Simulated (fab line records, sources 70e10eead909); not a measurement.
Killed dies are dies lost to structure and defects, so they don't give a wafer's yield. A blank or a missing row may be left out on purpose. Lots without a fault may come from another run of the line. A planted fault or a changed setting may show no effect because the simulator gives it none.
A struck lot beside a sound one | flow nand_harc | 14 steps out of a route of 1302
Sound: wafers L328.2, L328.3, L328.4. Struck: wafer L344.2. (L344.1 of the same lot was not struck and is left out.) The cause comes at the end.
At each step with rows: each side's tool, then ch and its chambers, then its first start. Under that, the readings that differ: sound wafers | struck wafers | difference of the means | sigmas: that difference in standard deviations of wafers without a fault.
alike: readings whose means differ by less than 2 such deviations, and words and numbers that are the same on both sides. not compared: withheld readings, readings that some wafer has no value for, bounds like >300 that may hide the same value, and numbers for which the record gives no deviation and whose values overlap.
The two part at a step that has a row with sigmas, a row that says differs or no value, or rows on one side only. Numbers that don't overlap but have no deviation are shown without sigmas and don't part them. A reading that every wafer of one side lacks parts them only if that side has two wafers or more.

first, 10 steps without rows for these wafers: NHARC_A_STAIRCASE_SRD_241; NHARC_A_STAIRCASE_DEHYDRATE_242 (time 120 s); NHARC_A_STAIRCASE_HMDS_243 (time 30 s); NHARC_A_STAIRCASE_COAT_244; NHARC_A_STAIRCASE_SOFTBAKE_245 (time 170 s); NHARC_A_STAIRCASE_EBR_246; NHARC_A_STAIRCASE_EXPOSE_247 (exposes mask SDS 1); NHARC_A_STAIRCASE_PEB_248 (peb time 130 s); NHARC_A_STAIRCASE_DEVELOP_249 (time 140 s); NHARC_A_STAIRCASE_HARDBAKE_251 (time 140 s).
NHARC_A_STAIRCASE_DESCUM_252: chemistry O2, time 3 s.
  sound on rie_diel-12 ch 1,2,3, day 15 23:07; struck on rie_diel-03 ch 1, day 23 00:47
  reading                | sound          | struck | difference | sigmas
  rf_hours_counter_h (h) | 30 22 29       | 19     | -8         |
  rf_vpp_V (V)           | 56.2 56.9 57.2 | 59.0   | +2.2       | +2
  alike: drypump_motor_current_A, oes_product_au, showerhead_plenum_p_Torr, throttle_valve_pct
NHARC_A_STAIRCASE_ETCH_253: etches the open film in C4F8/O2, target depth 50 nm, time 20.2 s.
  sound on rie_diel-12 ch 0,1,2, day 15 23:13; struck on rie_diel-03 ch 2, day 23 01:00
  reading                | sound          | struck | difference | sigmas
  rf_hours_counter_h (h) | 30 22 29       | 19     | -8         |
  run_length_s (s)       | 41.8 42.4 42.1 | 30.3   | -11.8      | -23
  alike: oes_product_au, rf_vpp_V
NHARC_A_STAIRCASE_STRIP_254: strips in O2.
  sound on plasma_asher-02 ch 0,1, day 15 23:20; struck on plasma_asher-02 ch 1, day 23 01:05
  alike: drypump_motor_current_A, heater_power_w
  not compared: rf_hours_counter_h
-- the record jumps here: 8 days lie between the struck wafers' starts before and after (it left off in module A_STAIRCASE and takes up again in module END, whose first step shown is number 1302 of the route) --
NHARC_END_SORT_01:
  the record has rows for the struck wafers here (prober-02 ch 0, day 31 07:54) and none for the sound ones

WHERE THEY PART
First at NHARC_A_STAIRCASE_DESCUM_252; last, within this record, at NHARC_END_SORT_01.

WHY: what the simulator had put in
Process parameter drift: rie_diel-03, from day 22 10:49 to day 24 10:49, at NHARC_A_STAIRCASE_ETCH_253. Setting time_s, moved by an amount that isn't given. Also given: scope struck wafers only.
